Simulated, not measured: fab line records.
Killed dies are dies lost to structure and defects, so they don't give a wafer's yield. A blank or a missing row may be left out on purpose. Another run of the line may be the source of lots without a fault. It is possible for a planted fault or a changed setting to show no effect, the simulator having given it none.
One fault through the eyes of 3 desks | flow n5_finfet | each desk has only its own numbers; what lay behind them comes last

## DESK OF THE TOOL OWNER: rie_diel-01
The tool's own readings at N5_BEOL_M6_ETCH_62 (etches SOC in N2/H2, target depth 110 nm, overetch 22 nm, time 165 s): means of the sampled wafers that have a number, for each lot that ran on this tool. A lot is out of limits, marked OUT, if its mean lies more than 4 standard deviations from the usual mean; the brackets give that distance.
Columns: A = drypump_motor_current_A at N5_BEOL_M6_ETCH_62, usual 5.8 A; B = n2_flow_sccm at N5_BEOL_M6_ETCH_62, usual 200.0 sccm; C = oes_product_au at N5_BEOL_M6_ETCH_62, usual 0.66 a.u.; D = rf_vpp_V at N5_BEOL_M6_ETCH_62, usual 524.7 V; E = showerhead_plenum_p_Torr at N5_BEOL_M6_ETCH_62, usual 2.57 Torr; F = throttle_valve_pct at N5_BEOL_M6_ETCH_62, usual 17.84 %
lot  | first seen here | A   | B     | C    | D     | E    | F
L577 | day 10 15:09    | 5.4 | 199.7 | 0.60 | 526.4 | 2.62 | 18.11
L580 | day 10 18:53    | 5.6 | 199.9 | 0.67 | 525.2 | 2.59 | 17.78
L589 | day 13 16:36    | 5.8 | 200.0 | 0.65 | 527.9 | 2.66 | 17.75
L590 | day 13 23:55    | 5.8 | 199.9 | 0.60 | 522.8 | 2.48 | 18.07
This desk found nothing out of limits on any of the 4 lots.

## FROM THE METROLOGY DESK
Lot by lot, what the gauges showed, no matter which tool ran the lot: averages of those sampled wafers that carry a number. A lot is out of limits, marked OUT, if its mean lies more than 4 standard deviations from the usual mean; the brackets give that distance.
Columns: A = cd_nm at N5_BEOL_M6_CD_MEAS_11, usual 38.6 nm; B = M6_OVL at N5_BEOL_M6_OVL_MEAS_12, usual 0.2 nm
lot  | first seen here | A    | B
L575 | day 10 07:44    | 38.5 | -0.4
L577 | day 10 14:58    | 38.3 | -0.1
L580 | day 10 18:40    | 39.0 | 1.6
L589 | day 13 16:23    | 38.6 | -0.3
L590 | day 13 23:29    | 37.9 | 0.0
L593 | day 14 09:09    | 38.5 | -0.0
This desk found nothing out of limits on any of the 6 lots.

## THE DEFECT DESK
Lot by lot, what the route's inspections counted, given as the mean of those sampled wafers with a number. A lot is out of limits, marked OUT, if its mean lies more than 4 standard deviations from the usual mean; the brackets give that distance.
Columns: A = raw_defect_count at N5_BEOL_M6_INSPECT_13, usual 441
lot  | first seen here | A
L575 | day 10 07:47    | 310
L577 | day 10 15:01    | 432
L580 | day 10 18:43    | 381
L589 | day 13 16:26    | 316
L590 | day 13 23:32    | 364
L593 | day 14 09:14    | 325
This desk found nothing out of limits on any of the 6 lots.

## BROUGHT TOGETHER
Nothing out of limits was seen by the tool owner's desk.
From the metrology desk's view, nothing was out of limits.
Nothing the defect desk looked at was out of limits.

## WHAT WAS PUT IN BY THE SIMULATOR
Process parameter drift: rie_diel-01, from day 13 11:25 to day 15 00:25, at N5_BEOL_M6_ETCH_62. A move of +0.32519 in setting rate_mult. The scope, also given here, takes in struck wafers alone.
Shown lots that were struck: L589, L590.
